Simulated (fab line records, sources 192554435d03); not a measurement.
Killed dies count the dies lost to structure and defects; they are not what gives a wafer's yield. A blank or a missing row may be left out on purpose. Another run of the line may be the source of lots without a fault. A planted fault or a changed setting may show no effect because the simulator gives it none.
fab line records    flow n5-finfet
record lots=7  wafers=21
route steps=1938 shown ZERO_LAYER@16 WELL_APT@25 FIN_SAQP@96 STI_FIN_REVEAL@190
start-h: hours from the record's opening day to when the first of the lot's shown wafers began    wait-h: hours elapsed since this lot's preceding step    " unchanged from the row above    L1.1+2: one row covering several wafers at once    - either no value or no given start    * or withheld: withheld    < > ~ a bound
route shown NAME@n: NAME is a module with steps in the file, n the number in the route of the first one    usual: mean and standard deviation over wafers with no fault    same: alike in all rows    chamber/n: place in a boat    sites: the reading at each site    _std_site: the standard deviation of these    _edge_site: the outer-site mean with the inner-site mean subtracted    radius-mm: for every site, how far away it sits from the centre of the wafer    mask NAME#n: copy n    behind: tool/chamber where the wafer was last shaped    hold: reason for holding the lot/hours on hold/outcome of the hold    device: transistor that didn't switch, given as n, p or np    end of line: the tests these same wafers got at the end of their route    where a step has no rows: the recipe by itself    killed: dies that structure and defects cost at the first sort, which is not the same as the wafer's yield    map: shows each die of a wafer: x if killed, . if not, _ if none is there
set.NAME: setting as actually run; set.NAME@STEP: the setting as run at that earlier step    model.NAME: the simulator's own value behind a step, which no gauge read
lots where settings were altered on purpose, with a table for each step and a row for each wafer
## steps
# step N5_ZERO_LAYER_ETCH_18
# recipe chemistry=HBr/Cl2  target=Si  target-depth-a=1200  time-s=40  pressure-mtorr=10  icp-w=800  bias-w=75  HBr_flow_sccm=150  Cl2_flow_sccm=80
lot.wafer  tool       chamber  start-h  wait-h  set.icp-w  model.etch.depth-nm  model.ZERO_LAYER.feature-depth-nm
L077.1     rie-si-01  2        30.98    0.0     800        119.1                119.1
L077.2     "          1        "        "       848.2      123.9                123.9
L077.5     "          1        "        "       800        120.9                120.9
L079.4     rie-si-02  3        42.79    0.0     682.9      110.1                110.1
L079.5     "          3        "        "       800        118.3                118.3
L079.6     "          0        "        "       800        117.6                117.6
L082.1     rie-si-01  2        60.79    0.0     800        118.5                118.5
L082.4     "          1        "        "       800        121.3                121.3
L082.5     "          1        "        "       800        120.2                120.2
L086.1     rie-si-01  1        84.94    0.0     800        122.8                122.8
L086.3     "          0        "        "       800        120.8                120.8
L086.5     "          0        "        "       943.9      130.6                130.6
L087.2     rie-si-01  2        91.03    0.0     888.5      125.2                125.2
L087.3     "          3        "        "       888.5      128.8                128.8
L087.5     "          2        "        "       888.5      125.8                125.8
L093.1     rie-si-04  0        126.91   0.0     800        121                  121
L093.5     "          3        "        "       800        118.5                118.5
L093.6     "          0        "        "       800        120.5                120.5
L097.1     rie-si-02  2        151.62   0.0     800        121.8                121.8
L097.4     "          1        "        "       800        121.2                121.2
L097.6     "          3        "        "       800        119                  119
# step N5_WELL_APT_PEB_06
# recipe peb-temp-c=130  peb-time-s=90
lot.wafer   tool            chamber  start-h  wait-h  set.peb-time-s
L077.1      litho-track-01  0        31.64    0.1     81.63
L077.2+5    "               0        "        "       90
L079.4+5    litho-track-01  0        43.44    0.0     90
L079.6      "               0        "        "       98.02
L082.1+4+5  litho-track-02  0        61.44    0.1     90
L086.1      litho-track-03  0        85.76    0.1     100.8
L086.3+5    "               0        "        "       90
L087.2      litho-track-01  0        91.71    0.0     90
L087.3+5    "               0        "        "       106.9
L093.1+5+6  litho-track-02  0        127.59   0.1     74.61
L097.1      litho-track-01  0        152.40   0.1     97.96
L097.4+6    "               0        "        "       90
# step N5_WELL_APT_DEVELOP_07
# recipe develop-time-s=45  rinse-liquid=surfactant-rinse  dry=air-spin  dev-temp-c=21
lot.wafer   tool            chamber  start-h  wait-h  set.develop-time-s
L077.1+2    litho-track-01  0        -        -       51.24
L077.5      "               0        "        "       45
L079.4+6    litho-track-01  0        -        -       50.19
L079.5      "               0        "        "       45
L082.1+4+5  litho-track-02  0        -        -       45
L086.1      litho-track-03  0        -        -       35.89
L086.3+5    "               0        "        "       45
L087.2+3    litho-track-01  0        -        -       53.96
L087.5      "               0        "        "       45
L093.1+6    litho-track-02  0        -        -       45
L093.5      "               0        "        "       50.23
L097.1+4+6  litho-track-01  0        -        -       38.22
# step N5_WELL_APT_HARDBAKE_12
# recipe temp-c=130  time-s=120
# step N5_WELL_APT_CD_MEAS_08
# recipe target-cd-nm=200  landing-energy-ev=500  detector=se-inlens
# usual cd-nm=199.4/1.6
lot.wafer  tool       chamber  start-h  wait-h  set.peb-time-s@WELL_APT_PEB_06  cd-nm
L077.1     cd-sem-02  0        31.75    -       81.63                           194.9
L077.2     "          0        "        "       90                              199.9
L077.5     "          0        "        "       90                              199.2
L079.4     cd-sem-02  0        43.56    -       90                              200.1
L079.5     "          0        "        "       90                              199.3
L079.6     "          0        "        "       98.02                           203.0
L082.1     cd-sem-01  0        61.56    -       90                              199.2
L082.4     "          0        "        "       90                              200.9
L082.5     "          0        "        "       90                              197.7
L086.1     cd-sem-03  0        85.87    -       100.8                           204.0
L086.3     "          0        "        "       90                              199.1
L086.5     "          0        "        "       90                              202.2
L087.2     cd-sem-02  0        91.82    -       90                              200.9
L087.3     "          0        "        "       106.9                           206.2
L087.5     "          0        "        "       106.9                           205.7
L093.1     cd-sem-02  0        127.71   -       74.61                           190.5
L093.5     "          0        "        "       74.61                           190.8
L093.6     "          0        "        "       74.61                           190.1
L097.1     cd-sem-01  0        152.51   -       97.96                           202.5
L097.4     "          0        "        "       90                              200.6
L097.6     "          0        "        "       90                              199.0
# step N5_WELL_APT_DESCUM_13
# recipe chemistry=O2  time-s=7.9  source-power-w=50  bias-power-w=20  pressure-mtorr=20  rf-frequency-hz=2.712e+07  temp-c=40  o2-flow-sccm=225
lot.wafer  tool         chamber  start-h  wait-h  set.peb-time-s@WELL_APT_PEB_06  model.WELL_APT.cd-nm
L077.1     rie-diel-02  3        31.84    0.0     81.63                           194.9
L077.2     "            2        "        "       90                              200.1
L077.5     "            2        "        "       90                              199.1
L079.4     rie-diel-02  3        43.64    0.0     90                              199.9
L079.5     "            1        "        "       90                              199.2
L079.6     "            0        "        "       98.02                           202.8
L082.1     rie-diel-01  1        61.76    0.2     90                              199.1
L082.4     "            0        "        "       90                              201.2
L082.5     "            2        "        "       90                              197.9
L086.1     rie-diel-04  3        85.96    0.0     100.8                           204.4
L086.3     "            1        "        "       90                              199.1
L086.5     "            3        "        "       90                              202.2
L087.2     rie-diel-04  1        92.13    0.3     90                              200.8
L087.3     "            2        "        "       106.9                           206
L087.5     "            0        "        "       106.9                           205.8
L093.1     rie-diel-01  1        127.80   0.0     74.61                           190.8
L093.5     "            3        "        "       74.61                           190.4
L093.6     "            0        "        "       74.61                           190
L097.1     rie-diel-02  3        152.60   0.0     97.96                           202.4
L097.4     "            2        "        "       90                              200.3
L097.6     "            3        "        "       90                              199.2
# step N5_FIN_SAQP_HM_DEP_03
# recipe material=SiNx  target-thk-a=380  temp-c=400  precursor=SiH4/NH3/N2  pressure-torr=1.5  rf-w=300  time-s=33.6
lot.wafer  tool      chamber  start-h  wait-h  set.time-s  model.SiNx_of_FIN_SAQP_HM_DEP_03.thk-nm
L077.1     pecvd-02  2        39.21    0.2     33.6        38.09
L077.2     "         0        "        "       33.6        38.29
L077.5     "         2        "        "       33.6        39.08
L079.4     pecvd-01  2        51.12    0.1     33.6        37.97
L079.5     "         1        "        "       32.32       37.24
L079.6     "         0        "        "       32.32       36.41
L082.1     pecvd-01  0        69.17    0.2     33.6        36.69
L082.4     "         0        "        "       33.6        37.4
L082.5     "         2        "        "       33.6        38.23
L086.1     pecvd-04  1        94.90    0.2     33.6        37.52
L086.3     "         0        "        "       31.7        35.43
L086.5     "         0        "        "       31.7        36.1
L087.2     pecvd-02  0        99.25    0.2     29.25       33.09
L087.3     "         2        "        "       29.25       33.27
L087.5     "         0        "        "       33.6        38.72
L093.1     pecvd-04  1        136.75   0.2     33.6        37.53
L093.5     "         2        "        "       33.6        37.94
L093.6     "         1        "        "       33.6        38.13
L097.1     pecvd-01  1        160.56   0.2     37.53       41.92
L097.4     "         2        "        "       33.6        38.35
L097.6     "         1        "        "       33.6        38.56
# step N5_FIN_SAQP_THK_MEAS_05
# usual thk-nm=38.0/0.52
lot.wafer  tool           chamber  start-h  wait-h  set.time-s@FIN_SAQP_HM_DEP_03  thk-nm
L077.1     film-metro-02  -        39.29    0.1     33.6                           38.1
L077.2     "              -        "        "       33.6                           38.3
L077.5     "              -        "        "       33.6                           39.1
L079.4     film-metro-01  -        51.18    0.0     33.6                           38.0
L079.5     "              -        "        "       32.32                          37.2
L079.6     "              -        "        "       32.32                          36.4
L082.1     film-metro-02  -        69.25    0.1     33.6                           36.7
L082.4     "              -        "        "       33.6                           37.4
L082.5     "              -        "        "       33.6                           38.2
L086.1     film-metro-01  -        94.98    0.1     33.6                           37.5
L086.3     "              -        "        "       31.7                           35.4
L086.5     "              -        "        "       31.7                           36.1
L087.2     film-metro-02  -        99.34    0.1     29.25                          33.0
L087.3     "              -        "        "       29.25                          33.2
L087.5     "              -        "        "       33.6                           38.7
L093.1     film-metro-02  -        136.83   0.1     33.6                           37.5
L093.5     "              -        "        "       33.6                           38.0
L093.6     "              -        "        "       33.6                           38.2
L097.1     film-metro-01  -        160.65   0.1     37.53                          41.9
L097.4     "              -        "        "       33.6                           38.4
L097.6     "              -        "        "       33.6                           38.6
# step N5_FIN_SAQP_COAT_49
# recipe resist=SOC  temp-c=250  time-s=60  spin-rpm=1500  resist-thk-nm=100
lot.wafer  tool            chamber  start-h  wait-h  set.spin-rpm  model.SOC_of_FIN_SAQP_COAT_49.thk-nm
L077.1     litho-track-04  0        39.61    0.1     1500          100.3
L077.2     "               0        "        "       1500          100.2
L077.5     "               0        "        "       1650          95.6
L079.4     litho-track-03  0        51.50    0.0     1500          100.2
L079.5     "               0        "        "       1500          100.4
L079.6     "               0        "        "       1608          96.61
L082.1     litho-track-04  0        69.57    0.1     1500          100.2
L082.4     "               0        "        "       1500          99.39
L082.5     "               0        "        "       1500          100.1
L086.1     litho-track-02  0        95.30    0.1     1500          100.4
L086.3     "               0        "        "       1629          96.04
L086.5     "               0        "        "       1500          100.3
L087.2     litho-track-03  0        99.66    0.1     1422          102.6
L087.3     "               0        "        "       1500          100.3
L087.5     "               0        "        "       1500          100.1
L093.1     litho-track-03  0        137.22   0.1     1500          99.95
L093.5     "               0        "        "       1544          98.68
L093.6     "               0        "        "       1500          99.84
L097.1+4   litho-track-03  0        160.98   0.1     1384          104.6
L097.6     "               0        "        "       1500          100.6
# step N5_FIN_SAQP_COAT_50
# recipe resist=SiARC  temp-c=220  time-s=60  spin-rpm=1500  resist-thk-nm=35
# step N5_FIN_SAQP_COAT_10
# recipe resist=CAR-ArF  spin-rpm=1500  resist-thk-nm=90
# step N5_FIN_SAQP_DESCUM_21
# recipe chemistry=O2  time-s=7.9  source-power-w=50  bias-power-w=20  pressure-mtorr=20  rf-frequency-hz=2.712e+07  temp-c=40  resist=CAR-ArF  o2-flow-sccm=225
# step N5_FIN_SAQP_ETCH_51
# recipe chemistry=CF4  target=SiARC  target-depth-a=455  mask-material=CAR-ArF  time-s=75.8  ion-energy-ev=80  pressure-mtorr=40  source-w=545  bias-w=36  Ar_flow_sccm=100  cf4-flow-sccm=100  ends=cleared
# step N5_FIN_SAQP_ETCH_52
# recipe chemistry=N2/H2  target=SOC  target-depth-a=1000  overetch-a=200  mask-material=SiARC  temp-c=40  time-s=150  ion-energy-ev=200  pressure-mtorr=30  source-w=840  bias-w=150  n2-flow-sccm=200  h2-flow-sccm=200  ends=end-point
lot.wafer  tool         chamber  start-h  wait-h  set.spin-rpm@FIN_SAQP_COAT_49  model.etch.depth-nm
L077.1     rie-diel-02  3        40.05    0.0     1500                           100.3
L077.2     "            0        "        "       1500                           100.2
L077.5     "            3        "        "       1650                           95.6
L079.4     rie-diel-02  1        52.11    0.0     1500                           100.2
L079.5     "            0        "        "       1500                           100.4
L079.6     "            3        "        "       1608                           96.61
L082.1     rie-diel-04  1        70.02    0.0     1500                           100.2
L082.4     "            0        "        "       1500                           99.39
L082.5     "            0        "        "       1500                           100.1
L086.1     rie-diel-02  3        95.86    0.0     1500                           100.4
L086.3     "            2        "        "       1629                           96.04
L086.5     "            2        "        "       1500                           100.3
L087.2     rie-diel-01  2        100.30   0.0     1422                           102.6
L087.3     "            0        "        "       1500                           100.3
L087.5     "            3        "        "       1500                           100.1
L093.1     rie-diel-04  3        137.84   0.0     1500                           99.95
L093.5     "            1        "        "       1544                           98.68
L093.6     "            2        "        "       1500                           99.84
L097.1+4   rie-diel-01  0,2      161.72   0.0     1384                           104.6
L097.6     "            1        "        "       1500                           100.6
# step N5_FIN_SAQP_STRIP_53
# recipe chemistry=N2/H2  temp-c=40  n2-flow-sccm=200  h2-flow-sccm=200  rf-frequency-hz=6e+07
# step N5_FIN_SAQP_HM_OPEN_73
# recipe chemistry=CHF3/O2  target=SiO2  stop-on=a-Si  target-depth-a=120  over-etch-frac=1.8  mask-material=SOC  time-s=16.8  pressure-mtorr=30  source-w=650  bias-w=170  Ar_flow_sccm=200  CHF3_flow_sccm=50  O2_flow_sccm=5  ion-energy-ev=200  ends=end-point
# step N5_FIN_SAQP_STRIP_74
# recipe chemistry=CHF3/O2  resist=SiARC  rf-frequency-hz=6e+07
# step N5_FIN_SAQP_MANDREL_ETCH_22
# recipe target-depth-a=600  chemistry=HBr/Cl2  target=a-Si  stop-on=SiNx  bt-time-s=10  over-etch-frac=0.5  time-s=30  pressure-mtorr=10  icp-w=800  bias-w=75  HBr_flow_sccm=150  Cl2_flow_sccm=80  ends=end-point
lot.wafer  tool       chamber  start-h  wait-h  set.spin-rpm@FIN_SAQP_COAT_49  model.SOC_of_FIN_SAQP_COAT_49.thk-nm
L077.1     rie-si-02  2        40.24    0.0     1500                           76.27
L077.2     "          3        "        "       1500                           76.37
L077.5     "          1        "        "       1650                           70.97
L079.4     rie-si-01  3        52.26    0.0     1500                           76.17
L079.5     "          2        "        "       1500                           76.86
L079.6     "          3        "        "       1608                           72.2
L082.1     rie-si-04  2        70.21    0.0     1500                           76.1
L082.4     "          3        "        "       1500                           75.94
L082.5     "          3        "        "       1500                           76.62
L086.1     rie-si-04  3        96.06    0.0     1500                           76.49
L086.3     "          0        "        "       1629                           71.66
L086.5     "          3        "        "       1500                           76.39
L087.2     rie-si-02  1        100.49   0.0     1422                           78.16
L087.3     "          0        "        "       1500                           76.93
L087.5     "          2        "        "       1500                           76.2
L093.1     rie-si-02  0        138.03   0.0     1500                           76.57
L093.5     "          2        "        "       1544                           74.95
L093.6     "          1        "        "       1500                           75.69
L097.1     rie-si-04  0        161.91   0.0     1384                           80.67
L097.4     "          3        "        "       1384                           81.26
L097.6     "          0        "        "       1500                           76.7
# step N5_FIN_SAQP_STRIP_55
# recipe chemistry=N2/H2  power-w=500  temp-c=40  pressure-mtorr=50  rf-frequency-hz=6e+07  overash-fraction=0.3  bias-power-w=28  h2-frac=0.5  n2-flow-sccm=300  h2-flow-sccm=300
# step N5_FIN_SAQP_STRIP_23
# recipe chemistry=SPM  time-s=750  temp-c=130  h2so4-h2o2-vol-ratio=4
# step N5_FIN_SAQP_MANDREL2_REMOVE_60
# recipe chemistry=HBr/Cl2/O2  bt-time-s=10  target=a-Si  stop-on=SiNx  endpoint=OES-SiCl  over-etch-frac=1  icp-w=600  bias-w=22  HBr_flow_sccm=150  Cl2_flow_sccm=80  O2_flow_sccm=5  pressure-mtorr=10
# step N5_FIN_SAQP_HM_OPEN_33
# recipe chemistry=CH3F/O2  target=SiNx  mask-material=SiO2  target-depth-a=494  time-s=70.6  pressure-mtorr=30  source-w=395  bias-w=73  Ar_flow_sccm=150  CH3F_flow_sccm=30  O2_flow_sccm=20  ion-energy-ev=120  ends=cleared
# usual etch-rf-on-time-s=69.3/1.5
lot.wafer  tool         chamber  start-h  wait-h  set.time-s@FIN_SAQP_HM_DEP_03  etch-rf-on-time-s  model.etch.depth-nm
L077.1     rie-diel-02  1        43.95    0.0     33.6                           69.2               37.46
L077.2     "            2        "        "       33.6                           69.4               37.66
L077.5     "            1        "        "       33.6                           70.7               38.45
L079.4     rie-diel-02  1        55.75    0.1     33.6                           68.1               37.23
L079.5     "            0        "        "       32.32                          67.6               36.62
L079.6     "            3        "        "       32.32                          65.7               35.68
L082.1     rie-diel-04  0        75.15    0.0     33.6                           66.1               36.06
L082.4     "            2        "        "       33.6                           68.6               36.75
L082.5     "            3        "        "       33.6                           69.1               37.58
L086.1     rie-diel-04  3        99.65    0.1     33.6                           66.3               36.9
L086.3     "            0        "        "       31.7                           63.3               34.8
L086.5     "            0        "        "       31.7                           64.4               35.47
L087.2     rie-diel-01  1        104.17   0.0     29.25                          59.4               32.46
L087.3     "            0        "        "       29.25                          62.0               32.62
L087.5     "            1        "        "       33.6                           69.8               38.09
L093.1     rie-diel-01  1        142.16   0.1     33.6                           68.1               36.9
L093.5     "            3        "        "       33.6                           70.5               37.31
L093.6     "            2        "        "       33.6                           71.4               37.5
L097.1     rie-diel-01  3        165.53   0.0     37.53                          77.5               41.18
L097.4     "            2        "        "       33.6                           70.8               37.72
L097.6     "            0        "        "       33.6                           71.4               37.83
# step N5_FIN_SAQP_ETCH_34
# recipe chemistry=C4F6/O2  target=SiO2  target-depth-a=450  time-s=15  ion-energy-ev=250  pressure-mtorr=30  source-w=345  bias-w=185  Ar_flow_sccm=300  C4F6_flow_sccm=10  O2_flow_sccm=10  ends=cleared
lot.wafer  tool         chamber  start-h  wait-h  set.time-s@FIN_SAQP_HM_DEP_03  model.SiNx_of_FIN_SAQP_HM_DEP_03.thk-nm
L077.1     rie-diel-02  1        44.02    0.0     33.6                           34.6
L077.2     "            2        "        "       33.6                           34.8
L077.5     "            1        "        "       33.6                           35.6
L079.4     rie-diel-02  1        55.79    0.0     33.6                           34.4
L079.5     "            0        "        "       32.32                          33.6
L079.6     "            3        "        "       32.32                          32.8
L082.1     rie-diel-04  0        75.22    0.0     33.6                           33.2
L082.4     "            2        "        "       33.6                           34
L082.5     "            3        "        "       33.6                           34.6
L086.1     rie-diel-04  3        99.72    0.0     33.6                           34
L086.3     "            0        "        "       31.7                           32
L086.5     "            0        "        "       31.7                           32.6
L087.2     rie-diel-01  1        104.24   0.0     29.25                          29.4
L087.3     "            0        "        "       29.25                          29.8
L087.5     "            1        "        "       33.6                           35
L093.1     rie-diel-01  1        142.23   0.0     33.6                           33.8
L093.5     "            3        "        "       33.6                           34.4
L093.6     "            2        "        "       33.6                           34.6
L097.1     rie-diel-01  3        165.60   0.0     37.53                          38.2
L097.4     "            2        "        "       33.6                           34.8
L097.6     "            0        "        "       33.6                           35
# step N5_FIN_SAQP_STRIP_77
# recipe chemistry=N2/H2  time-s=90  power-w=100  temp-c=40  pressure-mtorr=100  rf-frequency-hz=6e+07  bias-power-w=3  n2-flow-sccm=300  h2-flow-sccm=300
# step N5_FIN_SAQP_PRECLEAN_38
# recipe chemistry=O3/DIW  time-s=45  temp-c=22  o3-ppm=10
# step N5_FIN_SAQP_PRECLEAN_45
# recipe chemistry=dHF  time-s=10  dilution=500:1  temp-c=25
lot.wafer  tool          chamber  start-h  wait-h  set.time-s@FIN_SAQP_HM_DEP_03  model.SiNx_of_FIN_SAQP_HM_DEP_03.thk-nm
L077.1     wet-bench-03  5        44.42    0.0     33.6                           21.4
L077.2     "             6        "        "       33.6                           21.2
L077.5     "             7        "        "       33.6                           22.4
L079.4     wet-bench-03  2        56.18    0.0     33.6                           20.4
L079.5     "             5        "        "       32.32                          20.2
L079.6     "             6        "        "       32.32                          19.6
L082.1     wet-bench-06  2        75.61    0.0     33.6                           19.8
L082.4     "             3        "        "       33.6                           20.8
L082.5     "             4        "        "       33.6                           21.2
L086.1     wet-bench-06  6        100.11   0.0     33.6                           20.8
L086.3     "             2        "        "       31.7                           18.6
L086.5     "             7        "        "       31.7                           19.2
L087.2     wet-bench-03  6        104.63   0.0     29.25                          16
L087.3     "             2        "        "       29.25                          16.6
L087.5     "             4        "        "       33.6                           21.6
L093.1     wet-bench-05  3        142.62   0.0     33.6                           20.6
L093.5     "             2        "        "       33.6                           20.8
L093.6     "             6        "        "       33.6                           21.6
L097.1     wet-bench-06  4        166.01   0.0     37.53                          24.6
L097.4     "             7        "        "       33.6                           21
L097.6     "             6        "        "       33.6                           21.8
# step N5_STI_FIN_REVEAL_ETCHBACK_08
# recipe chemistry=C4F6/O2  target=SiO2  target-depth-a=305  time-s=10.167  ion-energy-ev=250  pressure-mtorr=30  source-w=345  bias-w=185  Ar_flow_sccm=300  C4F6_flow_sccm=10  O2_flow_sccm=10
lot.wafer   tool         chamber  start-h  wait-h  set.time-s
L077.1+2+5  rie-diel-01  3,0,3    52.23    0.2     10.167
L079.4+5+6  rie-diel-02  3,3,0    63.71    0.2     10.167
L082.1+4+5  rie-diel-01  0,3,0    82.68    0.2     10.167
L086.1      rie-diel-01  3        107.40   0.3     11.37
L086.3+5    "            2,0      "        "       10.167
L087.2+3+5  rie-diel-04  3,2,3    112.63   0.2     10.167
L093.1+5    rie-diel-01  3,2      150.04   0.2     7.951
L093.6      "            3        "        "       10.167
L097.1+4    rie-diel-04  2,0      173.70   0.2     10.167
L097.6      "            2        "        "       8.313
# step N5_STI_FIN_REVEAL_OXIDATION_31
# recipe chemistry=O2_PLASMA_REMOTE  temp-c=150  time-s=20  pressure-mtorr=1000  source-power-w=2000  o2-flow-sccm=3000
lot.wafer   tool             chamber  start-h  wait-h  set.time-s
L077.1+2+5  plasma-asher-01  1,0,0    54.66    0.0     20
L079.4+6    plasma-asher-01  1        66.18    0.1     20
L079.5      "                0        "        "       23.43
L082.1+4+5  plasma-asher-02  0,1,0    85.12    0.1     20
L086.1+5    plasma-asher-01  1        109.86   0.0     20
L086.3      "                0        "        "       21.18
L087.2+3+5  plasma-asher-01  0        115.04   0.0     20
L093.1+5    plasma-asher-01  0        152.44   0.0     16.31
L093.6      "                1        "        "       20
L097.1+4+6  plasma-asher-01  1,0,1    176.10   0.0     20
# step N5_STI_FIN_REVEAL_PRECLEAN_32
# recipe chemistry=NF3:NH3  afs-cycles=1  temp-c=30  time-s=20  sublimation-temp-c=180  sublimation-time-s=60  pressure-torr=3  rf-power-w=30
# step N5_STI_FIN_REVEAL_STRIP_35
# recipe chemistry=H3PO4  material=Si3N4  temp-c=165  target-depth-a=40  time-s=39
# step N5_STI_FIN_REVEAL_SRD_23
# recipe dry=ipa-marangoni  time-s=30  temp-c=23  rinse-liquid=diw
# step N5_STI_FIN_REVEAL_FIN_H_MEAS_10
# usual trench-depth-nm=51.9/0.65
lot.wafer  tool    chamber  start-h  wait-h  set.time-s@STI_FIN_REVEAL_ETCHBACK_08  trench-depth-nm
L077.1     ocd-01  -        55.21    0.0     10.167                                 52.8
L077.2     "       -        "        "       10.167                                 52.0
L077.5     "       -        "        "       10.167                                 53.0
L079.4     ocd-01  -        66.71    0.0     10.167                                 51.6
L079.5     "       -        "        "       10.167                                 51.4
L079.6     "       -        "        "       10.167                                 51.6
L082.1     ocd-02  -        85.67    0.0     10.167                                 51.2
L082.4     "       -        "        "       10.167                                 50.9
L082.5     "       -        "        "       10.167                                 51.1
L086.1     ocd-02  -        110.41   0.0     11.37                                  55.3
L086.3     "       -        "        "       10.167                                 51.8
L086.5     "       -        "        "       10.167                                 52.1
L087.2     ocd-02  -        115.89   0.0     10.167                                 53.4
L087.3     "       -        "        "       10.167                                 51.9
L087.5     "       -        "        "       10.167                                 52.8
L093.1     ocd-01  -        152.99   0.0     7.951                                  45.8
L093.5     "       -        "        "       7.951                                  45.2
L093.6     "       -        "        "       10.167                                 51.6
L097.1     ocd-01  -        176.65   0.0     10.167                                 51.2
L097.4     "       -        "        "       10.167                                 51.8
L097.6     "       -        "        "       8.313                                  45.9
## key
split step=N5_ZERO_LAYER_ETCH_18  setting=icp-w  stated=800  by=wafer
response step=N5_ZERO_LAYER_ETCH_18  reading=model.etch.depth-nm  change=+0.516  per=1%  r=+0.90
response step=N5_ZERO_LAYER_ETCH_18  reading=model.ZERO_LAYER.feature-depth-nm  change=+0.516  per=1%  r=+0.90
split step=N5_WELL_APT_PEB_06  setting=peb-time-s  stated=90  by=wafer
response step=N5_WELL_APT_CD_MEAS_08  reading=cd-nm  change=+0.312  per=1%  r=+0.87
response step=N5_WELL_APT_DESCUM_13  reading=model.WELL_APT.cd-nm  change=+0.321  per=1%  r=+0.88
split step=N5_WELL_APT_DEVELOP_07  setting=develop-time-s  stated=45  by=wafer
response none clear
split step=N5_FIN_SAQP_HM_DEP_03  setting=time-s  stated=33.6  by=wafer
response step=N5_FIN_SAQP_HM_DEP_03  reading=model.SiNx_of_FIN_SAQP_HM_DEP_03.thk-nm  change=+0.36  per=1%  r=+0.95
response step=N5_FIN_SAQP_THK_MEAS_05  reading=thk-nm  change=*  per=1%  r=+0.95
response step=N5_FIN_SAQP_HM_OPEN_33  reading=etch-rf-on-time-s  change=*  per=1%  r=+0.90
response step=N5_FIN_SAQP_HM_OPEN_33  reading=model.etch.depth-nm  change=+0.358  per=1%  r=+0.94
response step=N5_FIN_SAQP_ETCH_34  reading=model.SiNx_of_FIN_SAQP_HM_DEP_03.thk-nm  change=+0.35  per=1%  r=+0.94
response step=N5_FIN_SAQP_PRECLEAN_45  reading=model.SiNx_of_FIN_SAQP_HM_DEP_03.thk-nm  change=+0.338  per=1%  r=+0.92
split step=N5_FIN_SAQP_COAT_49  setting=spin-rpm  stated=1500  by=wafer
response step=N5_FIN_SAQP_COAT_49  reading=model.SOC_of_FIN_SAQP_COAT_49.thk-nm  change=-0.489  per=1%  r=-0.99
response step=N5_FIN_SAQP_ETCH_52  reading=model.etch.depth-nm  change=-0.489  per=1%  r=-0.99
response step=N5_FIN_SAQP_MANDREL_ETCH_22  reading=model.SOC_of_FIN_SAQP_COAT_49.thk-nm  change=-0.53  per=1%  r=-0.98
split step=N5_STI_FIN_REVEAL_ETCHBACK_08  setting=time-s  stated=10.167  by=wafer
response step=N5_STI_FIN_REVEAL_FIN_H_MEAS_10  reading=trench-depth-nm  change=+0.291  per=1%  r=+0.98
split step=N5_STI_FIN_REVEAL_OXIDATION_31  setting=time-s  stated=20  by=wafer
response none clear
